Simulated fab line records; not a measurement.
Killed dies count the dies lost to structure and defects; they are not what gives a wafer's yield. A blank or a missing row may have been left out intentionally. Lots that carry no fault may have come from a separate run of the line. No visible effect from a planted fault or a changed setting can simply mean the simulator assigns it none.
Which tool did it? + flow n5 finfet + 11 lots with 33 wafers sampled at 4 steps, on a route of 1938 steps

## WHAT THE GAUGES READ, wafer by wafer
N5_BEOL_M10_OCD_MEAS_38. Usual: trench depth nm reads 148.6 nm (standard deviation 2.7).
| lot  | measured     | on     | trench depth nm (nm) | flag |
|------|--------------|--------|----------------------|------|
| L858 | day 10 01:43 | ocd-01 | 147.5 147.4 151.2    |      |
| L860 | day 10 14:17 | ocd-02 | 145.8 150.1 145.0    |      |
| L863 | day 11 07:14 | ocd-02 | 146.0 146.2 150.3    |      |
| L865 | day 12 09:33 | ocd-02 | 145.4 146.1 147.8    |      |
| L868 | day 13 04:28 | ocd-02 | 149.4 150.9 151.5    |      |
| L871 | day 13 09:07 | ocd-02 | 146.0 149.7 151.5    |      |
| L872 | day 13 16:30 | ocd-02 | 147.0 148.7 151.6    |      |
| L873 | day 13 20:24 | ocd-02 | 148.4 149.0 151.8    |      |
| L875 | day 15 01:52 | ocd-02 | 146.1 154.4 145.6    |      |
| L876 | day 15 03:28 | ocd-01 | 146.4 148.5 152.1    |      |
| L878 | day 15 21:33 | ocd-01 | 150.0 147.0 149.9    |      |

N5_BEOL_M10_RS_MEAS_57: a four-point-probe measurement. Usual: M10_RS 0.151 ohm/sq, standard deviation 0.0035.
| lot  | measured     | on            | M10_RS (ohm/sq)   | flag |
|------|--------------|---------------|-------------------|------|
| L858 | day 10 04:05 | film metro-01 | 0.151 0.153 0.148 |      |
| L860 | day 10 17:25 | film metro-01 | 0.156 0.149 0.155 |      |
| L863 | day 11 11:08 | film metro-01 | 0.155 0.156 0.150 |      |
| L865 | day 12 12:43 | film metro-02 | 0.157 0.152 0.152 |      |
| L868 | day 13 07:28 | film metro-02 | 0.152 0.151 0.149 |      |
| L871 | day 13 11:55 | film metro-01 | 0.153 0.151 0.146 |      |
| L872 | day 13 19:13 | film metro-01 | 0.154 0.154 0.150 |      |
| L873 | day 14 01:20 | film metro-01 | 0.151 0.151 0.148 |      |
| L875 | day 15 05:07 | film metro-02 | 0.155 0.144 0.155 |      |
| L876 | day 15 05:49 | film metro-01 | 0.153 0.151 0.147 |      |
| L878 | day 16 00:18 | film metro-01 | 0.149 0.154 0.148 |      |

## EACH LOT AND THE TOOL THAT RAN IT (in order: tool; ch and the chambers of the sampled wafers; start)
| lot  | N5_BEOL_M10_ETCH_41                           | N5_BEOL_M10_ALD_74                  |
|------|-----------------------------------------------|-------------------------------------|
| L858 | rie diel-04 ch 0,1, day 10 01:43 or earlier   | ald metal-04 ch 0,1,3, day 10 02:31 |
| L860 | rie diel-04 ch 1,3, day 10 14:17 or earlier   | ald metal-01 ch 0,3, day 10 15:53   |
| L863 | rie diel-04 ch 0,1,3, day 11 07:14 or earlier | ald metal-01 ch 0,2,3, day 11 08:13 |
| L865 | rie diel-04 ch 0,1,3, day 12 09:33 or earlier | ald metal-04 ch 1,2, day 12 11:13   |
| L868 | rie diel-03 ch 0,2, day 13 04:28 or earlier   | ald metal-01 ch 0,2, day 13 05:29   |
| L871 | rie diel-04 ch 0,2, day 13 09:07 or earlier   | ald metal-01 ch 1,3, day 13 09:58   |
| L872 | rie diel-04 ch 0,1,2, day 13 16:30 or earlier | ald metal-03 ch 0,1,2, day 13 17:28 |
| L873 | rie diel-04 ch 1,2, day 13 20:24 or earlier   | ald metal-01 ch 0,3, day 13 23:17   |
| L875 | rie diel-04 ch 0,3, day 15 01:52 or earlier   | ald metal-03 ch 1,3, day 15 02:43   |
| L876 | rie diel-04 ch 0,1,2, day 15 03:28 or earlier | ald metal-03 ch 0,1,2, day 15 04:11 |
| L878 | rie diel-03 ch 0,2,3, day 15 21:33 or earlier | ald metal-03 ch 1,2,3, day 15 22:53 |
- N5_BEOL_M10_ETCH_41: etches SiCN in CH3F/O2, target depth 42.6 nm, time 86 s.
- N5_BEOL_M10_ALD_74: deposits TaN, target thk 2 nm, pulse time 2 s, purge time 3 s.

## AS READ BY THE TOOLS THEMSELVES (means over the sampled wafers that have a number; for cases with no such wafer, the mark the record gives instead)
N5_BEOL_M10_ETCH_41. Usual: bias w 74.99 W, standard deviation 0.21; drypump motor current A 5.8 A, standard deviation 0.35; oes product au 0.79 a.u., standard deviation 0.086; rf fwd power W 392.1 W, standard deviation 1.8; rf vpp V 297.5 V, standard deviation 1.2; showerhead plenum p Torr 2.01 Torr, standard deviation 0.043; throttle valve pct 16.28 %, standard deviation 0.26.
| lot  | tool        | bias w (W) | drypump motor current A (A) | oes product au (a.u.) | rf fwd power W (W) | rf vpp V (V) | showerhead plenum p Torr (Torr) | throttle valve pct (%) | flag |
|------|-------------|------------|-----------------------------|-----------------------|--------------------|--------------|---------------------------------|------------------------|------|
| L858 | rie diel-04 | 74.84      | 6.1                         | 0.77                  | 392.8              | 298.1        | 2.00                            | 16.54                  |      |
| L860 | rie diel-04 | 75.06      | 6.0                         | 0.74                  | 392.6              | 297.9        | 2.05                            | 16.43                  |      |
| L863 | rie diel-04 | 75.02      | 6.0                         | 0.76                  | 391.6              | 296.8        | 2.03                            | 16.50                  |      |
| L865 | rie diel-04 | 75.01      | 6.0                         | 0.74                  | 392.0              | 297.7        | 2.02                            | 16.52                  |      |
| L868 | rie diel-03 | 74.96      | 5.2                         | 0.75                  | 392.7              | 297.8        | 2.02                            | 16.20                  |      |
| L871 | rie diel-04 | 75.00      | 6.1                         | 0.85                  | 394.2              | 297.8        | 1.96                            | 16.13                  |      |
| L872 | rie diel-04 | 75.20      | 6.0                         | 0.80                  | 391.7              | 296.2        | 1.99                            | 16.36                  |      |
| L873 | rie diel-04 | 75.02      | 6.1                         | 0.86                  | 392.4              | 296.8        | 1.98                            | 16.11                  |      |
| L875 | rie diel-04 | 74.77      | 6.0                         | 0.80                  | 393.6              | 296.5        | 2.00                            | 16.44                  |      |
| L876 | rie diel-04 | 74.59      | 6.0                         | 0.78                  | 392.5              | 296.8        | 1.99                            | 16.40                  |      |
| L878 | rie diel-03 | 75.01      | 5.5                         | 0.77                  | 391.2              | 297.6        | 2.03                            | 16.19                  |      |

N5_BEOL_M10_ALD_74. Usual: heater power w reads 416 W (standard deviation 40).
| lot  | tool         | heater power w (W) | flag |
|------|--------------|--------------------|------|
| L858 | ald metal-04 | 413                |      |
| L860 | ald metal-01 | 424                |      |
| L863 | ald metal-01 | 439                |      |
| L865 | ald metal-04 | 429                |      |
| L868 | ald metal-01 | 430                |      |
| L871 | ald metal-01 | 390                |      |
| L872 | ald metal-03 | 400                |      |
| L873 | ald metal-01 | 431                |      |
| L875 | ald metal-03 | 398                |      |
| L876 | ald metal-03 | 405                |      |
| L878 | ald metal-03 | 418                |      |

## THE ANSWER, worked out from the rows above alone
Rule: take the mean of a lot's wafers that have a number; if it is more than 3 standard deviations from the usual mean, the lot is off. Also off: a lot with no number at a reading for which 4 or more lots have one. Any other lot the step has rows for is counted as sound. First the gauges in route order, then the tools' own readings, where a lot's mean is used as printed above. The first step at which some lot is off is used, and at that step the reading that is off furthest; a lot without a number counts as furthest.
Nothing can be told from this: no lot is off at any reading shown.

## WHAT THE SIMULATOR PUT IN
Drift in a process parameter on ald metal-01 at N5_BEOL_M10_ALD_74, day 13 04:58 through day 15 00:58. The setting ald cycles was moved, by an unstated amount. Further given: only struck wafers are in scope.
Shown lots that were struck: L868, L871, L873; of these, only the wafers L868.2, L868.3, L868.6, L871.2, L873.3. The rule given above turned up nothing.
